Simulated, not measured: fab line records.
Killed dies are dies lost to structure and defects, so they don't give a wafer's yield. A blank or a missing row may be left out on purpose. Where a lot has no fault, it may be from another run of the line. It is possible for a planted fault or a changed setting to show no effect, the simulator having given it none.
fab line records	flow n5Finfet
record: lots: 5	wafers: 14	lastDay: 16
route steps=1938 shown GATE_CUT@485 MOL_CONTACT_COAG@517 PASSIVATION@1936
lots with no fault: from the same line, run without faults
startH: hours from the record's first day to the start of the lot's first wafer shown	waitH: how many hours have passed since the lot's step before this one	" repeats the value in the row above	L1.1+2: a single row standing in for several wafers	- no value, or no start given	* or withheld: withheld	< > ~ a bound
route shown NAME@n: a module of which the file shows steps, and the number in the route of the first	usual: mean/standard deviation taken from wafers without a fault	same: alike in all rows	chamber/n: place in a boat	sites: each site's reading	_std_site: standard deviation of those values	_edge_site: the outer-site mean with the inner-site mean subtracted	radiusMm: how far each site lies from the wafer's centre	mask NAME#n: copy n	behind: the tool/chamber that last shaped the wafer	hold: why the lot was held/for how many hours/how that ended	device: whichever transistor did not switch (one of n, p or np)	end of line: the same wafers' tests at the end of the route	a step without rows: its recipe alone	killed: dies lost to structure and defects at the first sort, not the wafer's yield	map: a wafer's dies, x killed, . not, _ none there
set.NAME: the run value of the setting; set.NAME@STEP: its run value at that earlier step	model.NAME: the simulator's own value behind a step, which no gauge read
lots at some steps of the route; a table a step, a row a wafer
services: when a tool's chamber went out of use (startH, in hours from the record's first day, below 0 if earlier), for how many hours, and the reason
== steps ==
step: N5_GATE_CUT_PEB_11
recipe: pebTempC: 100	pebTimeS: 60	resist: CAR-EUV
step: N5_GATE_CUT_DEVELOP_12
recipe: developTimeS: 30	developer: TMAH	resist: CAR-EUV	rinseLiquid: surfactantRinse	dry: airSpin	devTempC: 23
step: N5_GATE_CUT_DESCUM_18
recipe: chemistry: O2	timeS: 7	sourcePowerW: 50	biasPowerW: 20	pressureMtorr: 20	rfFrequencyHz: 2.712e+07	tempC: 40	resist: CAR-EUV	o2FlowSccm: 225
step: N5_GATE_CUT_ETCH_28
recipe: chemistry: N2/H2	target: underlayer	targetDepthA: 130	maskMaterial: CAR-EUV	timeS: 10.4	ionEnergyEv: 200	pressureMtorr: 30	sourceW: 840	biasW: 150	n2FlowSccm: 200	h2FlowSccm: 200	ends: cleared
step: N5_GATE_CUT_ETCH_36
recipe: chemistry: CF4	target: SiARC	targetDepthA: 130	maskMaterial: CAR-EUV	timeS: 21.7	ionEnergyEv: 80	pressureMtorr: 40	sourceW: 545	biasW: 36	Ar_flow_sccm: 100	cf4FlowSccm: 100	ends: cleared
step: N5_GATE_CUT_ETCH_37
recipe: chemistry: N2/H2	target: SOC	targetDepthA: 600	overetchA: 120	maskMaterial: SiARC	tempC: 40	timeS: 90	ionEnergyEv: 200	pressureMtorr: 30	sourceW: 840	biasW: 150	n2FlowSccm: 200	h2FlowSccm: 200
step: N5_GATE_CUT_STRIP_38
recipe: chemistry: N2/H2	tempC: 40	n2FlowSccm: 200	h2FlowSccm: 200	rfFrequencyHz: 6e+07
step: N5_GATE_CUT_STRIP_39
recipe: chemistry: N2/H2	tempC: 40	n2FlowSccm: 200	h2FlowSccm: 200	rfFrequencyHz: 6e+07
step: N5_GATE_CUT_HM_OPEN_40
recipe: chemistry: C4F6/O2	target: SiO2	maskMaterial: SiARC	targetDepthA: 1390	timeS: 85.1	ionEnergyEv: 250	pressureMtorr: 30	sourceW: 345	biasW: 185	Ar_flow_sccm: 300	C4F6_flow_sccm: 10	O2_flow_sccm: 10	ends: cleared
step: N5_GATE_CUT_STRIP_41
recipe: chemistry: CF4	resist: SiARC	powerW: 300	biasPowerW: 75	pressureMtorr: 50	cf4FlowSccm: 150	rfFrequencyHz: 6e+07
usual: drypumpMotorCurrentA: 5.6/0.52	oesProductAu: 0.180/0.017	rfVppV: 270.9/1.8	showerheadPlenumPTorr: 1.79/0.071	throttleValvePct: 13.69/0.27
lot.wafer	tool	chamber	startH	waitH	drypumpMotorCurrentA	oesProductAu	rfHoursCounterH	rfVppV	showerheadPlenumPTorr	throttleValvePct
L803.1	rieDiel-02	0	89.60	0.0	5.7	0.174	113	267.5	1.68	13.83
L803.2	"	2	"	"	5.7	0.197	46	270.6	1.75	13.41
L803.3	"	1	"	"	5.4	0.164	202	271.3	1.78	13.96
L810.2	rieDiel-02	1	131.30	0.0	5.4	0.165	216	271.2	1.77	14.01
L810.5	"	2	"	"	5.6	0.199	-	270.5	1.74	13.43
L810.6	"	3	"	"	6.0	0.159	-	271.9	1.83	13.70
L812.1	rieDiel-02	1	142.49	0.0	5.4	0.158	219	270.5	1.77	14.00
L812.4	"	0	"	"	5.7	0.175	129	267.9	1.68	13.89
L812.5	"	1	"	"	5.4	0.163	-	270.6	1.77	14.03
L813.1	rieDiel-02	2	152.02	0.0	5.7	0.204	66	270.3	1.74	13.45
L813.3	"	0	"	"	5.7	0.173	132	267.9	1.68	13.89
L813.6	"	2	"	"	5.6	0.201	-	271.8	1.74	13.44
L820.4	rieDiel-03	3	190.30	0.0	6.4	0.159	-	268.8	1.72	13.81
L820.5	"	1	"	"	5.0	0.195	-	272.2	1.90	13.26
step: N5_GATE_CUT_STRIP_42
recipe: chemistry: O2	powerW: 400	tempC: 40	pressureMtorr: 30	rfFrequencyHz: 6e+07	biasPowerW: 0	overashFraction: 0.3	o2FlowSccm: 225
step: N5_GATE_CUT_ETCH_19
recipe: chemistry: CH3F/O2	target: SiNx	maskMaterial: SiO2	targetDepthA: 537	timeS: 76.7	pressureMtorr: 30	sourceW: 395	biasW: 73	Ar_flow_sccm: 150	CH3F_flow_sccm: 30	O2_flow_sccm: 20	ionEnergyEv: 120	ends: cleared
step: N5_GATE_CUT_CUT_ETCH_53
recipe: chemistry: SF6/Cl2	target: W	maskMaterial: SiO2	targetDepthA: 792	pressureMtorr: 8	icpW: 900	biasW: 80	SF6_flow_sccm: 40	Cl2_flow_sccm: 60	ends: cleared
step: N5_GATE_CUT_CUT_ETCH_54
recipe: chemistry: Cl2/BCl3	target: TiN	maskMaterial: SiO2	targetDepthA: 967	pressureMtorr: 10	icpW: 1000	biasW: 126	Cl2_flow_sccm: 53.25	bcl3FlowSccm: 21.75	Ar_flow_sccm: 25	ends: cleared
step: N5_GATE_CUT_CUT_ETCH_55
recipe: chemistry: BCl3	target: HfO2	maskMaterial: SiO2	targetDepthA: 32	ionEnergyEv: 30	pressureMtorr: 5	icpW: 450	biasW: 18	bcl3FlowSccm: 80
step: N5_GATE_CUT_ETCH_47
recipe: chemistry: Cl2/BCl3	target: SiO2	targetDepthA: 100	pressureMtorr: 10	icpW: 1000	biasW: 126	Cl2_flow_sccm: 53.25	bcl3FlowSccm: 21.75	Ar_flow_sccm: 25
step: N5_GATE_CUT_VAPOR_ETCH_48
recipe: chemistry: BCl3/Cl2	target: TiN	mode: isotropic
step: N5_GATE_CUT_VAPOR_ETCH_49
recipe: chemistry: BCl3/Cl2	target: TiAlC	mode: isotropic
step: N5_GATE_CUT_VAPOR_ETCH_51
recipe: chemistry: BCl3/Cl2	target: HfO2	mode: isotropic
step: N5_GATE_CUT_STRIP_21
recipe: chemistry: N2/H2	timeS: 30	powerW: 1000	tempC: 250	pressureMtorr: withheld	n2FlowSccm: 1750	h2FlowSccm: 3250
step: N5_GATE_CUT_STRIP_29
recipe: chemistry: postEtchResidueRemover	timeS: 60	tempC: 25	removerPh: withheld	removerWaterWtPct: withheld	removerFluorideWtPct: withheld
step: N5_GATE_CUT_SRD_52
recipe: dry: ipaMarangoni	timeS: 30	tempC: 23	rinseLiquid: diw
step: N5_GATE_CUT_ALD_22
recipe: material: SiNx	targetThkA: 160	tempC: 400	aldPrecursorFamily: SiH2I2	aldCoReactant: N2/H2-plasma	pulseTimeS: 1	aldCycles: 320	purgeTimeS: 2	coReactantPurgeTimeS: 2	pressureTorr: 2
step: N5_GATE_CUT_CMP_23
recipe: stopOn: SiO2	tOverpolishS: 23.4	postCmpClean: alkalineBrush	downForcePsi: 2.5	platenRpm: 51.8	padVelocityMS: 1.0307	targetThkNm: 16
step: N5_GATE_CUT_CMP_43
recipe: material: SiO2	postCmpClean: rinseOnly
step: N5_GATE_CUT_CMP_61
recipe: stopOn: SiNx	tOverpolishS: 3	postCmpClean: alkalineBrush	downForcePsi: 4	platenRpm: 27.09	padVelocityMS: 0.539
step: N5_MOL_CONTACT_COAG_COAT_103
recipe: resist: SOC	tempC: 250	timeS: 60	spinRpm: 1500	resistThkNm: 80
step: N5_MOL_CONTACT_COAG_COAT_104
recipe: resist: SiARC	tempC: 220	timeS: 60	spinRpm: 1500	resistThkNm: 12
step: N5_MOL_CONTACT_COAG_COAT_58
recipe: resist: underlayer	tempC: 205	timeS: 60	spinRpm: 1500	resistThkNm: 10
step: N5_MOL_CONTACT_COAG_COAT_02
recipe: resist: CAR-EUV	spinRpm: 1500	resistThkNm: 30
step: N5_MOL_CONTACT_COAG_EBR_04
recipe: solvent: PGMEA	ebrWidthMm: 1.5
step: N5_MOL_CONTACT_COAG_SOFTBAKE_03
recipe: tempC: 110	timeS: 60	resist: CAR-EUV
step: N5_MOL_CONTACT_COAG_EXPOSE_05
recipe: maskId: CA	na: 0.33	sourceShape: annular	sigmaInner: 0.4	sigmaOuter: 0.8	polarization: unpolarized	defocusNm: 0	doseMj: 38.25
step: N5_MOL_CONTACT_COAG_PEB_06
recipe: pebTempC: 100	pebTimeS: 60	resist: CAR-EUV
step: N5_MOL_CONTACT_COAG_DEVELOP_07
recipe: developTimeS: 30	developer: TMAH	resist: CAR-EUV	rinseLiquid: surfactantRinse	dry: airSpin	devTempC: 23
step: N5_PASSIVATION_PROBE_49
usual: killed_at_M0_to_M3: 32/9.3	killed_at_M4_up: 14/4.9	killedAtContacts: 15/7.5	killedAtFrontEnd: 40/11	killedAtOther: 4/3.3	killedDies: 104/17	killedOpen: 68/14	killedShort: 33/7.9
same: grossDies: 1180	killedAtBackSide: 0
lot.wafer	tool	chamber	startH	waitH	killed_at_M0_to_M3	killed_at_M4_up	killedAtContacts	killedAtFrontEnd	killedAtOther	killedDies	killedOpen	killedShort
L810.2	prober-01	-	316.57	0.1	27	13	4	206	5	255	59	38
L810.5	prober-01	-	316.72	0.2	21	15	17	189	7	249	39	34
L810.6	prober-01	-	316.77	0.3	32	14	10	198	2	256	54	36
L812.1	prober-02	-	319.79	0.0	38	10	13	164	9	234	81	23
L812.4	prober-02	-	319.94	0.2	35	15	19	113	2	184	68	25
L812.5	prober-02	-	319.99	0.2	51	6	21	158	4	240	78	34
L813.1	prober-02	-	324.86	0.0	23	6	8	187	2	226	41	35
L813.3	prober-02	-	324.96	0.1	34	22	11	124	2	193	73	40
L813.6	prober-02	-	325.11	0.3	35	7	4	190	0	236	44	36
L820.4	prober-02	-	378.57	0.2	33	9	12	46	4	104	66	36
killed by level:class
L810.2 GATE_CUT:unspecified=141 HKMG_FIN:areaEtch=16 FIN_SAQP:geometricParticle:short=15 FIN_SAQP:geometricParticle:open=9 BEOL_M1:geometricParticle:open=9 STI_FIN_REVEAL:geometricParticle:open=5 GATE_CUT:geometricParticle:short=5 GATE_CUT:geometricParticle:open=4
L810.5 GATE_CUT:unspecified=163 MOL_CONTACT_COAG:geometricParticle:open=7 MOL_CONTACT_COAG:areaEtch=7 STI_FIN_REVEAL:geometricParticle:open=5 GATE_CUT:geometricParticle:short=5 BEOL_M0:geometricParticle:short=5 FIN_SAQP:geometricParticle:open=4 GATE_CUT:geometricParticle:open=3
L810.6 GATE_CUT:unspecified=151 HKMG_FIN:areaEtch=15 BEOL_M0_SAQP:geometricParticle:short=8 MOL_CONTACT_COAG:geometricParticle:open=7 BEOL_M4:geometricParticle:open=7 FIN_SAQP:geometricParticle:open=5 FIN_SAQP:geometricParticle:short=5 GATE_CUT:geometricParticle:open=5
L812.1 GATE_CUT:unspecified=125 BEOL_M3:geometricParticle:open=13 MOL_CONTACT_COAG:geometricParticle:open=12 BEOL_M0_SAQP:geometricParticle:open=10 STI_FIN_REVEAL:geometricParticle:open=8 FIN_SAQP:geometricParticle:open=7 BEOL_M0_SAQP:geometricParticle:short=6 BEOL_M4:geometricParticle:open=5
L812.4 GATE_CUT:unspecified=90 MOL_CONTACT_COAG:geometricParticle:open=15 BEOL_M0_SAQP:geometricParticle:short=11 STI_FIN_REVEAL:geometricParticle:open=10 BEOL_M4:geometricParticle:open=9 BEOL_M3:geometricParticle:open=7 BEOL_M1:geometricParticle:open=5 MOL_CONTACT_COAG:geometricParticle:short=4
L812.5 GATE_CUT:unspecified=128 BEOL_M3:geometricParticle:open=27 MOL_CONTACT_COAG:geometricParticle:open=15 BEOL_M3:geometricParticle:short=9 FIN_SAQP:geometricParticle:open=8 MOL_CONTACT_COAG:geometricParticle:short=6 GATE_CUT:geometricParticle:short=6 STI_FIN_REVEAL:geometricParticle:open=4
L813.1 GATE_CUT:unspecified=149 FIN_SAQP:geometricParticle:short=11 STI_FIN_REVEAL:geometricParticle:open=6 FIN_SAQP:geometricParticle:open=5 MOL_CONTACT_COAG:geometricParticle:open=5 BEOL_M0_SAQP:geometricParticle:open=5 BEOL_M0_SAQP:geometricParticle:short=5 GATE_CUT:geometricParticle:short=4
L813.3 GATE_CUT:unspecified=78 FIN_SAQP:geometricParticle:short=12 BEOL_M4:geometricParticle:open=12 FIN_SAQP:geometricParticle:open=9 BEOL_M3:geometricParticle:open=9 MOL_CONTACT_COAG:geometricParticle:open=9 BEOL_M0_SAQP:geometricParticle:short=8 BEOL_M2:geometricParticle:open=5
L813.6 GATE_CUT:unspecified=155 FIN_SAQP:geometricParticle:short=16 BEOL_M0_SAQP:geometricParticle:open=14 FIN_SAQP:geometricParticle:open=9 BEOL_M0_SAQP:geometricParticle:short=9 BEOL_M2:geometricParticle:open=7 MOL_CONTACT_COAG:geometricParticle:short=3 DUMMY_GATE:geometricParticle:open=2
L820.4 DUMMY_GATE:geometricParticle:open=9 FIN_SAQP:geometricParticle:open=8 MOL_CONTACT_COAG:geometricParticle:open=8 STI_FIN_REVEAL:geometricParticle:open=7 BEOL_M0_SAQP:geometricParticle:short=7 BEOL_M2:geometricParticle:open=7 BEOL_M0_SAQP:geometricParticle:open=6 BEOL_M1:geometricParticle:open=6
map L810.6 (x killed, . not)
_________________.......x....________________
______________........x...x....._____________
___________..............x......x..__________
__________............x............._________
________....x........................._______
_______x..x...........x..........x.x...______
______.......x.........................._____
_____....xx.................x......x..x..____
____.......x.....x.......................x___
___.......x.x.............x................__
___.....xx..x.x.x..........................__
__.....x..xxx.xx...x....x......x..........x._
__.x...xxxxxxxxxxxx...............x......x.._
_.....x.xxxxxxxxxxx.....x.............x......
_..x..xxxxxxxxxxxxxxx..x..x..........x....x..
_.x....xxxxxxxxxxxxxx..........x.xx......xx.x
_.....xxxxxxxxxxxxxxxx.......................
_..x.xxxxxxxxxxxxxxxx..x..................x..
_.....xxxxxxxxxxxxx.xx........x....x.........
_...x.xxxxxxxxxxxxx.x...x.............x......
_.......xxxxxxxxxxx.x.......x..x.xx..........
__...x..xxxxxxxxxx...x...x......x..........._
__...x..x.xx.xxx..............x............._
___.......x..x..x......x..x..x....x......x.__
___....x...x............x...x.......x......__
____........x..x.....x....................___
_____..x.............x..........x........____
______x..xx.....................x......._____
_______.x.........xx..........x........______
________.....x.......x................_______
__________......x..........x.x......_________
___________.....x....x..........x..__________
______________.......x....x....x_____________
_________________.....x.....x________________
map L812.5 (x killed, . not)
_________________.....x.x....________________
______________...x....x....xxxxx_____________
___________........x.x.x.xxxxxxxxxx__________
__________.............xxxxxxxxxxxxx_________
________................xxxxxxxxxxxxxx_______
_______........xx.x....xxxxxxxxxxxxxx.x______
______......x.........xxxxxxxxxxxxxxxxx._____
_____...........x.x......xxxxxxxxxxxxxx..____
____......x..............xxxxxxxxxxxx.....___
___..xx............x......xxxxxxxxxxxxx....__
___....................x.x.xxxx.xx.x...x...__
__......x........x...x.....xxxxxxx.x..x....._
__.x.............x.x.x..x...xxx............._
_..x..................x.......x..........x...
_...............x..x...............x.....x...
_....................x..................x.xx.
_.....x.x..x........x......x.................
_......xxx...x.........................xx....
_.x....x......xx.x.......x.x.......x.x.......
_.................x..x.......................
_.............x..x.....x.....x....x..........
__...x.x........x..x........................_
__x........x...x...........x................_
___.x..x............................x.x....__
___.....x...x.x............................__
____x...x..............xx.....xx.x...x....___
_____.............x.........x............____
______..............x..x.....x..x......._____
_______................................______
________.......................x......_______
__________.....x..................x._________
___________..x............x..xxxx..__________
______________x................._____________
_________________........x..x________________
== services ==
tool	chamber	startH	hours	kind
rieDiel-03	1	68.41	-	clean
rieDiel-03	1	68.41	-	consumableReplace:focusRing
rieDiel-03	1	68.41	-	consumableReplace:showerhead
rieDiel-03	1	68.41	23.2	scheduledDown
rieDiel-03	1	68.41	23.2	ventCycle
rieDiel-03	0	115.96	8.9	repair
rieDiel-02	3	159.07	-	clean
rieDiel-02	3	159.07	-	consumableReplace:focusRing
rieDiel-02	3	159.07	16.3	scheduledDown
rieDiel-02	3	159.07	16.3	ventCycle
== key ==
firstSign: step: N5_PASSIVATION_PROBE_49	reading: killedAtFrontEnd	direction: up	sigmas: 12	usual: 40	struck: 170
effect: step: N5_PASSIVATION_PROBE_49	reading: killedDies	direction: up	sigmas: 7.4	usual: 104	struck: 230
moreKillsBornAt: N5_GATE_CUT_STRIP_41@rieDiel-02: 1180
metAt N5_GATE_CUT_STRIP_41
struckWafers L810.2,L810.5,L810.6,L812.1,L812.4,L812.5,L813.1,L813.3,L813.6
testerLeftOut L810,L812,L813
baselineLoss: step: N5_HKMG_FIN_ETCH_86	wafers: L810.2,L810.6
onsetBetween 89.60 131.30
fault: kind: chamberParticleSource	tool: rieDiel-02	chamber: -	onsetH: 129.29	steps: N5_GATE_CUT_STRIP_41	ratePerVisitCm2: 1.8198	endH: 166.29
testerLeftOut: of these lots the tester's yield and bins aren't shown, on N5 and GAA mostly nor the transistor test; their killed dies are dies lost to structure and defects alone, not to doping, threshold or leakage, so they don't give the yield
baselineLoss: these wafers lose ten dies or more at that step, a loss of the line's own and not of a fault; the sort's usual values leave them out
